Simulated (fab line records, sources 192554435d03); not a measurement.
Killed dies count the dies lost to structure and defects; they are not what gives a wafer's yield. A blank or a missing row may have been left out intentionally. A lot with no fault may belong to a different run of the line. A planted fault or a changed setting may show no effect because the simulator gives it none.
Chamber matching :: flow n5-finfet :: N5_FIN_SAQP_MANDREL_ETCH_22 on rie-si-04 has 4 sister chambers
The step etches a-Si in HBr/Cl2, stops on SiNx, target depth 60 nm, bt time 10 s, time 30 s. 4 wafers are shown with their chamber, then 12 later ones without.

## WAFERS WITH THEIR CHAMBER
wafer: L087.1
chamber: 3
throttle-valve-pct (%): 35.53

wafer: L089.1
chamber: 1
throttle-valve-pct (%): 35.69

wafer: L089.4
chamber: 2
throttle-valve-pct (%): 34.85

wafer: L089.6
chamber: 0
throttle-valve-pct (%): 35.18

## WAFERS MISSING THEIR CHAMBER
wafer: L092.4
throttle-valve-pct (%): 35.18

wafer: L092.5
throttle-valve-pct (%): 35.69

wafer: L092.6
throttle-valve-pct (%): 35.48

wafer: L096.3
throttle-valve-pct (%): 35.71

wafer: L096.4
throttle-valve-pct (%): 34.85

wafer: L096.6
throttle-valve-pct (%): 35.51

wafer: L097.1
throttle-valve-pct (%): 35.19

wafer: L097.2
throttle-valve-pct (%): 35.71

wafer: L097.3
throttle-valve-pct (%): 35.51

wafer: L097.4
throttle-valve-pct (%): 34.85

wafer: L097.5
throttle-valve-pct (%): 35.52

wafer: L097.6
throttle-valve-pct (%): 35.21

## CHAMBER TAKEN BY EACH
wafer: L092.4
from the rows above: 0
in truth: 0

wafer: L092.5
from the rows above: 1
in truth: 1

wafer: L092.6
from the rows above: 3
in truth: 3

wafer: L096.3
from the rows above: 1
in truth: 1

wafer: L096.4
from the rows above: 2
in truth: 2

wafer: L096.6
from the rows above: 3
in truth: 3

wafer: L097.1
from the rows above: 0
in truth: 0

wafer: L097.2
from the rows above: 1
in truth: 1

wafer: L097.3
from the rows above: 3
in truth: 3

wafer: L097.4
from the rows above: 2
in truth: 2

wafer: L097.5
from the rows above: 3
in truth: 3

wafer: L097.6
from the rows above: 0
in truth: 0
Placed correctly: 12 of 12. Number that these rows cannot place: 0. Wrongly placed: 0.
How it was worked out, from the rows above alone: a wafer's distance from a chamber is the root of the sum, over the readings, of the square of ((its reading less the chamber's mean) divided by the reading's scatter). If the next closest chamber is less than 2 further off than the closest, the wafer can't be placed; otherwise it belongs to the closest. For every chamber, the mean is computed from those of its wafers that are shown. The scatter: root of mean squared gap, hidden wafer to nearest shown wafer, with one shown wafer a chamber.
